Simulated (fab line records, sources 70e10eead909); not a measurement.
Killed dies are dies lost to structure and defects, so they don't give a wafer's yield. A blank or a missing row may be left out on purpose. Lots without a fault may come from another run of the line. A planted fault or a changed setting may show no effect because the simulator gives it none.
fab line records | flow nand_harc
record lots=6 wafers=18 last_day=33
route steps=1302 shown P_ZERO_WELL@15 END@1302
lots that met no fault: from a run of the same line without faults
start_h: hours from the record's first day to the start of the lot's first wafer shown | wait_h: hours since the lot's step before | " the same as in the row above | L1.1+2: a row that stands for several wafers | - no value, or no start given | * or withheld: withheld | < > ~ a bound
route shown NAME@n: a module of which the file shows steps, and the number in the route of the first | usual: mean/standard deviation of fault-free wafers | same: alike in all rows | chamber/n: place in a boat | sites: the reading at each site | _std_site: their standard deviation | _edge_site: outer sites' mean less inner sites' | radius_mm: how far each site lies from the wafer's centre | mask NAME#n: copy n | behind: the tool/chamber that last shaped the wafer | hold: why the lot was held/for how many hours/how that ended | device: the transistor (n, p or np) that didn't switch | end of line: the same wafers' tests at the end of the route | a step without rows: its recipe alone | killed: dies lost to structure and defects at the first sort, not the wafer's yield | map: a wafer's dies, x killed, . not, _ none there
set.NAME: the setting as run; set.NAME@STEP: as run at that earlier step | model.NAME: the simulator's own value behind a step, which no gauge read
lots at some steps of the route; a table a step, a row a wafer
services: from which hour (start_h, from the record's first day; less than 0 if before it) a tool's chamber was out of use, for how many hours, and why
## steps
# step NHARC_P_ZERO_WELL_HARDBAKE_12
# recipe temp_c=118 time_s=65
# step NHARC_P_ZERO_WELL_DESCUM_13
# recipe time_s=3 o2_flow_sccm=200 ar_flow_sccm=0 bias_power_w=0 chemistry=O2
# usual drypump_motor_current_A=5.8/0.48 oes_product_au=1.001/0.0082 rf_vpp_V=57.9/0.88 showerhead_plenum_p_Torr=1.93/0.055 throttle_valve_pct=11.312/0.0098
# columns lot.wafer tool chamber start_h wait_h drypump_motor_current_A oes_product_au rf_hours_counter_h rf_vpp_V showerhead_plenum_p_Torr throttle_valve_pct
L663.2 rie_diel-06 3 21.39 - 5.3 1.000 18 57.6 1.92 11.322
L663.3 " 0 " " 6.4 0.991 19 57.4 1.98 11.308
L663.6 " 0 " " 6.3 0.995 - 56.2 1.98 11.310
L668.2 rie_diel-06 0 71.51 - 6.4 1.003 37 58.5 1.98 11.325
L668.3 " 2 " " 4.6 1.015 40 56.9 1.97 11.308
L668.5 " 2 " " 4.6 1.023 - 59.7 1.97 11.310
L670.1 rie_diel-10 2 92.72 - 5.9 0.996 8 57.5 2.02 11.310
L670.4 " 1 " " 6.5 1.001 4 57.6 1.94 11.317
L670.5 " 3 " " 5.0 1.002 - 56.7 1.99 11.318
L677.4 rie_diel-10 1 161.49 - 6.5 1.012 27 57.5 1.93 11.316
L677.1 " 2 " " 5.9 1.012 29 57.7 2.01 11.322
L677.6 " 0 " " 5.7 0.990 - 57.7 1.81 11.312
L679.1 rie_diel-12 2 181.29 - 5.7 0.996 23 59.8 1.94 11.309
L679.4 " 3 " " 6.0 0.996 24 57.6 1.96 11.322
L679.5 " 0 " " 6.1 1.004 - 58.5 1.88 11.312
L685.3 rie_diel-10 2 241.28 - 6.0 1.009 48 58.4 2.01 11.314
L685.4 " 0 " " 5.6 0.998 58 56.3 1.80 11.304
L685.5 " 1 " " 6.5 1.008 - 57.3 1.92 11.310
# step NHARC_P_ZERO_WELL_ETCH_65
# recipe target_depth_a=800 overetch_a=240 time_s=87.88 ion_energy_ev=200 n2_flow_sccm=150 h2_flow_sccm=150 ar_flow_sccm=0 rf_w=400 bias_w=150 chemistry=N2/H2
# usual drypump_motor_current_A=5.8/0.49 h2_flow_sccm=149.9/0.43 oes_product_au=1.002/0.0092 rf_fwd_power_W=397.2/1.5 rf_vpp_V=431.0/1.8 showerhead_plenum_p_Torr=2.06/0.06 throttle_valve_pct=14.171/0.01
# columns lot.wafer tool chamber start_h wait_h drypump_motor_current_A h2_flow_sccm oes_product_au rf_fwd_power_W rf_hours_counter_h rf_vpp_V showerhead_plenum_p_Torr throttle_valve_pct
L663.3 rie_diel-06 2 21.54 0.1 4.6 149.7 1.010 397.6 22 432.8 2.11 14.174
L663.2 " 0 " " 6.3 150.8 0.997 395.5 19 433.4 2.12 14.178
L663.6 " 1 " " 6.0 150.0 1.008 399.2 - 429.6 1.96 14.177
L668.2 rie_diel-06 3 71.61 0.1 5.3 150.3 1.012 398.5 35 430.9 2.04 14.169
L668.3 " 0 " " 6.3 148.8 1.006 400.1 37 430.6 2.11 14.174
L668.5 " 3 " " 5.3 150.1 1.013 399.0 - 430.3 2.04 14.175
L670.1 rie_diel-10 0 92.85 0.1 5.6 149.6 0.997 396.2 6 428.4 1.94 14.160
L670.4 " 2 " " 6.0 150.1 1.002 397.6 8 433.4 2.16 14.166
L670.5 " 3 " " 5.0 148.9 1.003 396.2 - 433.1 2.12 14.141
L677.4 rie_diel-10 1 161.57 0.1 6.5 150.5 1.005 398.8 27 429.6 2.05 14.189
L677.1 " 2 " " 5.9 150.0 1.007 396.6 29 434.6 2.15 14.178
L677.6 " 3 " " 5.0 149.5 0.998 397.0 - 433.1 2.11 14.179
L679.1 rie_diel-12 1 181.51 0.2 5.9 149.9 0.990 396.2 25 431.0 2.05 14.173
L679.4 " 0 " " 6.1 150.2 0.997 394.8 26 430.5 2.01 14.169
L679.5 " 2 " " 5.8 150.4 0.983 393.7 - 431.4 2.07 14.169
L685.3 rie_diel-10 1 241.36 0.1 6.5 150.1 1.017 399.3 49 430.8 2.05 14.162
L685.4 " 2 " " 6.0 150.0 1.012 398.3 48 433.8 2.14 14.169
L685.5 " 2 " " 6.0 150.2 1.013 399.8 - 432.9 2.14 14.176
# step NHARC_P_ZERO_WELL_ETCH_62
# recipe target_depth_a=130 time_s=6.5 chf3_flow_sccm=50 ar_flow_sccm=200 rf_w=500 bias_w=200 chemistry=CHF3/Ar
# usual drypump_motor_current_A=5.8/0.48 oes_product_au=0.961/0.019 rf_fwd_power_W=488.5/1.9 rf_vpp_V=371.1/1.6 showerhead_plenum_p_Torr=2.36/0.065 throttle_valve_pct=20.217/0.009
# columns lot.wafer tool chamber start_h wait_h drypump_motor_current_A oes_product_au rf_fwd_power_W rf_hours_counter_h rf_vpp_V showerhead_plenum_p_Torr throttle_valve_pct
L663.3 rie_diel-06 2 - - 4.6 0.970 486.6 22 374.4 2.42 20.214
L663.2 " 3 " " 5.3 0.952 490.7 18 369.9 2.35 20.230
L663.6 " 2 " " 4.6 0.972 487.2 - 371.4 2.42 20.209
L668.3 rie_diel-06 0 - - 6.3 0.952 485.9 37 372.6 2.42 20.224
L668.2 " 3 " " 5.3 0.943 489.9 36 370.9 2.35 20.209
L668.5 " 2 " " 4.6 0.966 489.5 - 372.1 2.42 20.227
L670.1 rie_diel-10 2 - - 6.0 0.951 490.5 8 373.7 2.47 20.232
L670.4 " 3 " " 5.0 0.944 490.5 6 372.4 2.43 20.214
L670.5 " 1 " " 6.5 0.943 487.2 - 370.9 2.37 20.216
L677.4 rie_diel-10 3 - - 5.0 0.968 485.9 26 372.4 2.42 20.198
L677.1 " 0 " " 5.7 0.965 487.7 29 367.9 2.22 20.213
L677.6 " 2 " " 5.9 0.987 491.4 - 372.0 2.46 20.214
L679.4 rie_diel-12 0 - - 6.1 0.929 489.4 26 370.7 2.31 20.219
L679.1 " 2 " " 5.8 0.939 486.4 23 370.8 2.37 20.213
L679.5 " 3 " " 6.0 0.939 487.6 - 371.2 2.40 20.220
L685.4 rie_diel-10 3 - - 5.0 0.972 488.0 54 372.1 2.41 20.218
L685.3 " 0 " " 5.6 0.977 487.1 58 367.7 2.21 20.222
L685.5 " 0 " " 5.6 0.971 486.4 - 367.6 2.21 20.235
# step NHARC_P_ZERO_WELL_ETCH_63
# recipe target_depth_a=1200 time_s=40.1 hbr_flow_sccm=150 cl2_flow_sccm=50 rf_w=400 icp_w=400 bias_w=100 chemistry=HBr/Cl2
# usual drypump_motor_current_A=5.6/0.4 oes_product_au=0.996/0.011 rf_fwd_power_W=395.2/2.1 throttle_valve_pct=26.406/0.0092
# columns lot.wafer tool chamber start_h wait_h drypump_motor_current_A oes_product_au rf_fwd_power_W rf_hours_counter_h throttle_valve_pct
L663.2 rie_si-03 1 21.70 - 6.1 1.013 396.5 0.8 26.420
L663.3 " 0 " " 5.6 0.980 396.3 1.0 26.394
L663.6 " 2 " " 5.6 0.985 397.9 - 26.404
L668.3 rie_si-05 2 71.86 - 5.8 0.982 392.8 0.8 26.408
L668.2 " 3 " " 4.8 0.994 397.6 0.8 26.404
L668.5 " 2 " " 5.8 0.991 391.4 - 26.404
L670.1 rie_si-03 2 93.16 - 5.5 0.993 396.8 0.2 26.393
L670.4 " 0 " " 5.6 0.980 397.5 0.2 26.396
L670.5 " 1 " " 6.1 1.008 393.2 - 26.404
L677.4 rie_si-04 2 161.73 - 6.4 1.005 391.5 1.0 26.407
L677.1 " 1 " " 5.2 0.992 393.8 0.9 26.418
L677.6 " 3 " " 5.5 0.997 396.9 - 26.395
L679.4 rie_si-03 1 181.70 - 6.1 0.988 396.8 0.7 26.400
L679.1 " 2 " " 5.6 1.009 397.3 0.8 26.419
L679.5 " 0 " " 5.6 0.983 393.6 - 26.420
L685.4 rie_si-05 3 241.53 - 4.8 1.003 395.8 0.7 26.404
L685.3 " 0 " " 5.3 1.001 395.0 0.8 26.401
L685.5 " 3 " " 4.8 0.995 396.9 - 26.414
# step NHARC_P_ZERO_WELL_STRIP_15
# recipe time_s=900 temp_c=130 chemistry=SPM
# step NHARC_P_ZERO_WELL_DEHYDRATE_16
# recipe temp_c=150 time_s=120
# step NHARC_P_ZERO_WELL_HMDS_17
# recipe time_s=30
# step NHARC_P_ZERO_WELL_COAT_18
# recipe spin_rpm=withheld
# step NHARC_P_ZERO_WELL_SOFTBAKE_19
# recipe temp_c=122 time_s=95
# step NHARC_P_ZERO_WELL_EBR_20
# step NHARC_P_ZERO_WELL_EXPOSE_21
# recipe na=0.6 target_cd_nm=720 dose_mj=22.31 mask_id=P_NWELL
# step NHARC_P_ZERO_WELL_PEB_22
# recipe peb_temp_c=118 peb_time_s=85
# usual heater_power_total_W=163.98/0.28 plate_temp_C=117.97/0.16
# columns lot.wafer tool chamber start_h wait_h heater_power_total_W plate_temp_C
L663.2 litho_track-02 0 22.55 0.1 164.14 118.03
L663.3 " 0 " " 163.74 117.96
L663.6 " 0 " " 163.61 118.07
L668.2 litho_track-02 0 72.70 0.1 172.84 122.28
L668.3 " 0 " " 172.76 122.46
L668.5 " 0 " " 172.73 122.20
L670.1 litho_track-02 0 93.98 0.1 171.89 122.57
L670.4 " 0 " " 172.54 122.49
L670.5 " 0 " " 172.53 122.60
L677.1 litho_track-02 0 162.64 0.1 164.18 118.16
L677.4 " 0 " " 163.96 118.09
L677.6 " 0 " " 164.28 117.95
L679.1 litho_track-05 0 182.41 0.1 164.18 118.12
L679.4 " 0 " " 164.34 118.22
L679.5 " 0 " " 163.95 117.78
L685.3 litho_track-02 0 242.37 0.1 163.85 117.86
L685.4 " 0 " " 164.01 118.00
L685.5 " 0 " " 163.72 117.80
# step NHARC_P_ZERO_WELL_DEVELOP_23
# recipe time_s=70
# step NHARC_P_ZERO_WELL_CD_MEAS_24
# recipe target_cd_nm=720 landing_energy_ev=500
# usual cd_nm=720.6/1.7
# columns lot.wafer tool chamber start_h wait_h cd_nm
L663.2 cd_sem-02 0 22.64 - 722.1
L663.3 " 0 " " 722.0
L663.6 " 0 " " 722.0
L668.2 cd_sem-02 0 72.79 - 726.1
L668.3 " 0 " " 727.4
L668.5 " 0 " " 726.3
L670.1 cd_sem-02 0 94.07 - 725.7
L670.4 " 0 " " 725.6
L670.5 " 0 " " 723.7
L677.1 cd_sem-02 0 162.73 - 718.6
L677.4 " 0 " " 721.5
L677.6 " 0 " " 722.1
L679.1 cd_sem-02 0 182.50 - 720.0
L679.4 " 0 " " 720.5
L679.5 " 0 " " 721.2
L685.3 cd_sem-01 0 242.47 - 718.9
L685.4 " 0 " " 721.5
L685.5 " 0 " " 722.7
# step NHARC_P_ZERO_WELL_HARDBAKE_25
# recipe temp_c=125 time_s=80
# step NHARC_P_ZERO_WELL_DESCUM_26
# recipe time_s=3 o2_flow_sccm=200 ar_flow_sccm=0 bias_power_w=0 chemistry=O2
# usual drypump_motor_current_A=5.8/0.48 oes_product_au=1.000/0.0095 rf_vpp_V=58.0/0.86 showerhead_plenum_p_Torr=1.93/0.051 throttle_valve_pct=11.311/0.0083
# columns lot.wafer tool chamber start_h wait_h drypump_motor_current_A oes_product_au rf_hours_counter_h rf_vpp_V showerhead_plenum_p_Torr throttle_valve_pct model.P_ZERO_WELL.cd_nm
L663.3 rie_diel-10 3 22.82 - 5.0 0.981 42 57.8 1.99 11.305 721.8
L663.2 " 0 " " 5.6 1.003 41 57.3 1.83 11.309 722.6
L663.6 " 1 " " 6.5 0.976 - 58.3 1.94 11.311 722
L668.2 rie_diel-06 3 73.00 - 5.3 1.004 36 57.9 1.91 11.318 726.6
L668.3 " 2 " " 4.6 1.017 41 58.3 1.97 11.322 727.9
L668.5 " 2 " " 4.6 1.021 - 58.6 1.97 11.301 726.5
L670.4 rie_diel-10 2 94.34 - 5.9 1.006 8 58.7 2.02 11.299 725.1
L670.1 " 0 " " 5.7 1.007 7 55.4 1.82 11.304 725.9
L670.5 " 2 " " 5.9 1.013 - 57.6 2.02 11.314 723.5
L677.4 rie_diel-12 2 162.90 - 5.7 0.993 18 57.4 1.94 11.326 721
L677.1 " 0 " " 6.1 1.003 19 58.6 1.89 11.295 718.4
L677.6 " 1 " " 5.9 1.007 - 57.2 1.92 11.329 721.7
L679.4 rie_diel-06 0 182.66 - 6.3 0.994 12 59.3 1.97 11.311 721
L679.1 " 3 " " 5.3 1.002 13 57.6 1.90 11.313 720.5
L679.5 " 0 " " 6.4 0.993 - 57.7 1.97 11.312 722.3
L685.4 rie_diel-12 0 242.63 - 6.1 1.007 43 56.6 1.88 11.307 721.7
L685.3 " 1 " " 5.9 0.994 44 58.2 1.92 11.317 719
L685.5 " 3 " " 6.0 1.000 - 57.9 1.96 11.301 722.2
# step NHARC_P_ZERO_WELL_IMPLANT_27
# recipe energy_kev=600 dose_cm2=1e+13 tilt_deg=7
# step NHARC_END_SORT_01
# recipe temp_c=25
# usual killed_at_array=55/19 killed_at_other=0.6/0.99 killed_at_periphery=4.2/2.6 killed_dies=60/18 killed_open=3.4/1.7 killed_short=2.3/1.5
# same gross_dies=677
# columns lot.wafer tool chamber start_h wait_h killed_at_array killed_at_other killed_at_periphery killed_dies killed_open killed_short
L677.1 prober-02 0 704.66 2.5 61 3 2 66 6 0
L677.4 prober-02 0 707.03 3.4 58 4 2 64 3 3
L677.6 prober-02 0 708.61 3.9 61 1 1 63 3 5
# killed by level:class
L677.1 A_SLIT:chamber_film_flake=30 A_CHANNEL_HOLE_D1:chamber_film_flake=10 A_CONTACT:chamber_film_flake=10 A_CHANNEL_FILL_D2:chamber_film_flake=3 THIN_TSV:chamber_film_flake=3 A_SGD_CUT:geometric_particle:open=2 A_DECK1_JOINT:chamber_film_flake=2 P_CONTACT:geometric_particle:open=1
L677.4 A_SLIT:chamber_film_flake=38 A_CONTACT:chamber_film_flake=6 A_CHANNEL_HOLE_D1:chamber_film_flake=5 THIN_TSV:chamber_film_flake=3 A_STAIRCASE:chamber_film_flake=2 A_WL_FILL:chamber_film_flake=2 P_STI:geometric_particle:short=1 A_SOURCE_PLATE:geometric_particle:open=1
L677.6 A_SLIT:chamber_film_flake=34 A_CONTACT:chamber_film_flake=8 A_CHANNEL_HOLE_D1:chamber_film_flake=3 A_CHANNEL_FILL_D2:chamber_film_flake=3 A_ONON_D2:geometric_particle:open=2 A_ZERO_WELL:chamber_film_flake=2 A_WL_FILL:chamber_film_flake=2 P_M1:geometric_particle:short=1
## services
# columns tool chamber start_h hours kind
rie_diel-12 - 11.20 12.8 repair
rie_diel-12 1 41.82 7.0 repair
rie_si-03 - 44.00 9.0 pm
litho_track-02 - 52.00 7.0 pm
rie_diel-06 1 53.94 19.6 repair
rie_diel-12 - 59.50 0.3 repair
rie_diel-10 - 65.53 9.0 pm
rie_diel-10 3 76.84 9.1 repair
rie_diel-10 2 77.01 2.6 repair
rie_diel-10 1 82.18 4.8 repair
rie_diel-12 - 92.82 9.0 pm
rie_si-03 1 127.76 1.0 repair
rie_diel-06 - 132.56 9.0 pm
rie_diel-12 - 150.04 0.6 repair
rie_si-03 - 160.77 0.1 repair
rie_diel-10 1 174.13 8.7 repair
rie_diel-10 2 174.26 11.2 repair
rie_diel-06 - 177.41 0.1 repair
rie_si-03 1 189.41 1.8 repair
rie_diel-12 - 193.82 1.0 repair
rie_si-03 2 193.87 31.8 repair
rie_diel-12 0 198.39 11.0 repair
litho_track-02 - 227.00 7.0 pm
rie_diel-10 - 242.59 9.0 pm
## key
first_sign step=NHARC_P_ZERO_WELL_PEB_22 reading=heater_power_total_W direction=up sigmas=30 usual=* struck=*
effect step=NHARC_P_ZERO_WELL_PEB_22 reading=plate_temp_C direction=up sigmas=29 usual=* struck=*
effect step=NHARC_P_ZERO_WELL_CD_MEAS_24 reading=cd_nm direction=up sigmas=3.1 usual=720.6 struck=725.8
model_effect step=NHARC_P_ZERO_WELL_DESCUM_26 value=P_ZERO_WELL.cd_nm without=720.6 struck=725.9
met_at NHARC_P_ZERO_WELL_PEB_22
struck_wafers L668.2,L668.3,L668.5,L670.1,L670.4,L670.5
tester_left_out L668,L670
onset_between 22.55 72.70
fault kind=process_parameter_drift tool=litho_track-02 chamber=- onset_h=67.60 steps=NHARC_P_ZERO_WELL_PEB_22 channel=peb_temp_c offset=* shape=step end_h=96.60 acts_in=* stated=*
# tester_left_out: of these lots the tester's yield and bins aren't shown, on N5 and GAA mostly nor the transistor test; their killed dies are dies lost to structure and defects alone, not to doping, threshold or leakage, so they don't give the yield
